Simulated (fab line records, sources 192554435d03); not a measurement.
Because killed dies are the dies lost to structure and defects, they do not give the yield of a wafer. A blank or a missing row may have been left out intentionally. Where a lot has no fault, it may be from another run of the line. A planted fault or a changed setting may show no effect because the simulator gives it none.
Matching of chambers / flow n5Finfet / rieDiel-04 running N5_BEOL_M10_VIA_ETCH_34: 4 sister chambers
The step etches SiCOH lowk in C4F6/O2, target depth 184.5 nm, time 69.2 s. 8 wafers are shown with their chamber, then 10 later ones without.

== WAFERS, EACH WITH ITS CHAMBER ==
wafer=L084.2; chamber=0; drypumpMotorCurrentA (A)=6.2; throttleValvePct (%)=20.73
wafer=L084.4; chamber=2; drypumpMotorCurrentA (A)=5.6; throttleValvePct (%)=21.31
wafer=L084.5; chamber=0; drypumpMotorCurrentA (A)=6.2; throttleValvePct (%)=20.74
wafer=L086.2; chamber=2; drypumpMotorCurrentA (A)=5.5; throttleValvePct (%)=21.33
wafer=L086.3; chamber=3; drypumpMotorCurrentA (A)=5.5; throttleValvePct (%)=20.91
wafer=L086.4; chamber=1; drypumpMotorCurrentA (A)=6.2; throttleValvePct (%)=20.74
wafer=L089.2; chamber=3; drypumpMotorCurrentA (A)=5.5; throttleValvePct (%)=20.89
wafer=L089.3; chamber=1; drypumpMotorCurrentA (A)=6.2; throttleValvePct (%)=20.74

== WAFERS WITH NO CHAMBER GIVEN ==
wafer=L089.5; drypumpMotorCurrentA (A)=6.2; throttleValvePct (%)=20.74
wafer=L088.1; drypumpMotorCurrentA (A)=5.5; throttleValvePct (%)=20.90
wafer=L088.2; drypumpMotorCurrentA (A)=5.5; throttleValvePct (%)=21.33
wafer=L088.4; drypumpMotorCurrentA (A)=6.2; throttleValvePct (%)=20.77
wafer=L090.2; drypumpMotorCurrentA (A)=6.2; throttleValvePct (%)=20.74
wafer=L090.3; drypumpMotorCurrentA (A)=6.2; throttleValvePct (%)=20.76
wafer=L090.6; drypumpMotorCurrentA (A)=5.6; throttleValvePct (%)=21.33
wafer=L096.2; drypumpMotorCurrentA (A)=6.2; throttleValvePct (%)=20.76
wafer=L096.3; drypumpMotorCurrentA (A)=5.5; throttleValvePct (%)=20.93
wafer=L096.6; drypumpMotorCurrentA (A)=6.2; throttleValvePct (%)=20.78

== EACH ONE'S CHAMBER ==
wafer=L089.5; from the rows above=can't be placed: 1 or 0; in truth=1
wafer=L088.1; from the rows above=3; in truth=3
wafer=L088.2; from the rows above=2; in truth=2
wafer=L088.4; from the rows above=can't be placed: 1 or 0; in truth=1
wafer=L090.2; from the rows above=can't be placed: 1 or 0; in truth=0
wafer=L090.3; from the rows above=can't be placed: 1 or 0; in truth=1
wafer=L090.6; from the rows above=2; in truth=2
wafer=L096.2; from the rows above=can't be placed: 1 or 0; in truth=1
wafer=L096.3; from the rows above=3; in truth=3
wafer=L096.6; from the rows above=can't be placed: 1 or 0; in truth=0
Correctly placed: 4 of 10. Unplaceable from these rows: 6, with the true chamber sitting among the candidates in 6. Number placed wrongly: 0.
How it was worked out, from the rows above alone: a wafer's distance from a chamber is the root of the sum, over the readings, of the square of ((its reading less the chamber's mean) divided by the reading's scatter). If the next closest chamber is less than 2 further off than the closest, the wafer can't be placed; otherwise it belongs to the closest. For every chamber, the mean is computed from those of its wafers that are shown. The scatter is the square root of a quotient: the sum, over the shown wafers, of each reading's squared deviation from its chamber's mean, divided by wafers minus chambers.
